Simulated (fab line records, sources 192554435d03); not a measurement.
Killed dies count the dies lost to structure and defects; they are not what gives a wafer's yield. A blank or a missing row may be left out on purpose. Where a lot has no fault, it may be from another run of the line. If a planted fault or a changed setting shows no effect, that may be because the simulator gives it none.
Lot-split experiment    flow n5Finfet    on a route of 1938 steps: 7 lots, 21 wafers read

THE SPLIT ITSELF
At N5_BEOL_M10_PEB_26 (peb time 60 s), the setting pebTimeS was moved away from the recipe's 60 s on 8 of the 21 wafers read, by -22.3% to +9.1%. This setting was run at the recipe's value on the other wafers.

FROM THE SPLIT ON TO THE READING: in between, the file shows 1 step
- N5_BEOL_M10_DEVELOP_27: develop time 30 s

THE READING
At N5_BEOL_M10_CD_MEAS_28: cdNm in nanometres, against a target cd of 70 nm. On this fab line, fault-free wafers typically give 70.3 nm with a standard deviation of 0.98 nm.

wafer   tool, chamber at the split  pebTimeS as run, s  against the recipe  cdNm, nm  against lot-mates on the recipe
L079.1  lithoTrack-05, 0            60                  recipe              69.3      -
L079.3  lithoTrack-05, 0            63.98               +6.6%               71.8      +2.2
L079.5  lithoTrack-05, 0            60                  recipe              69.8      -
L078.1  lithoTrack-01, 0            60                  recipe              70.5      -
L078.5  lithoTrack-01, 0            64.52               +7.5%               72.4      +2.0
L078.6  lithoTrack-01, 0            60                  recipe              70.4      -
L085.1  lithoTrack-05, 0            60                  recipe              71.8      -
L085.5  lithoTrack-05, 0            60                  recipe              70.4      -
L085.6  lithoTrack-05, 0            46.93               -21.8%              59.9      -11.2
L087.1  lithoTrack-05, 0            48.16               -19.7%              59.3      -10.0
L087.5  lithoTrack-05, 0            60                  recipe              69.3      -
L087.6  lithoTrack-05, 0            48.16               -19.7%              59.9      -9.4
L090.2  lithoTrack-02, 0            46.65               -22.3%              58.6      -12.6
L090.4  lithoTrack-02, 0            60                  recipe              71.2      -
L090.5  lithoTrack-02, 0            46.65               -22.3%              57.8      -13.4
L092.2  lithoTrack-02, 0            60                  recipe              69.6      -
L092.5  lithoTrack-02, 0            60                  recipe              70.8      -
L092.6  lithoTrack-02, 0            60                  recipe              70.2      -
L096.1  lithoTrack-05, 0            60                  recipe              72.0      -
L096.3  lithoTrack-05, 0            60                  recipe              71.9      -
L096.4  lithoTrack-05, 0            65.45               +9.1%               76.0      +4.0

THE FIT
A straight line over all 21 wafers: cdNm changes by +0.52 nm for each +1% of pebTimeS; r = +0.98; the points scatter about the line by 1.1 nm.
The same after taking each lot's own level away (the mean of its wafers on the recipe; 21 wafers): +0.514 nm for each +1%; r = +0.99; scatter 0.77 nm.
According to that fit, moving pebTimeS by its largest amount changes the reading by 11 nm.
Measured against the standard deviation above, the lots' own levels, which go from 69.30 to 71.95 nm, span 2.7 times it.
So the lot-to-lot level changes the slope little: the two slopes agree.
Check: for one of the wafers moved furthest among these (-22.3%), held out of the fit, the line's prediction against its lot-mates is -11.5 nm. It came out at -12.6 nm against them.

OTHER SPLITS APPLIED TO THESE WAFERS
Note: prior to the reading, these wafers also went through further splits. Each is held against what the fit with the lots' levels taken away leaves over:
other split on the same wafers     wafers away from the commonest value  r with cdNm (lot level and that fit taken away)
N5_BEOL_M7_TRENCH_ETCH_37 sourceW  7                                     +0.30
N5_BEOL_M8_DESCUM_16 timeS         6                                     -0.18
N5_BEOL_M9_COAT_05 spinRpm         2                                     -0.15
N5_BEOL_M9_DESCUM_16 timeS         6                                     +0.17
N5_BEOL_M10_COAT_64 spinRpm        5                                     +0.40

FILE'S OWN FIT
cdNm changes by +0.513 nm for each +1% of pebTimeS, r = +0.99.
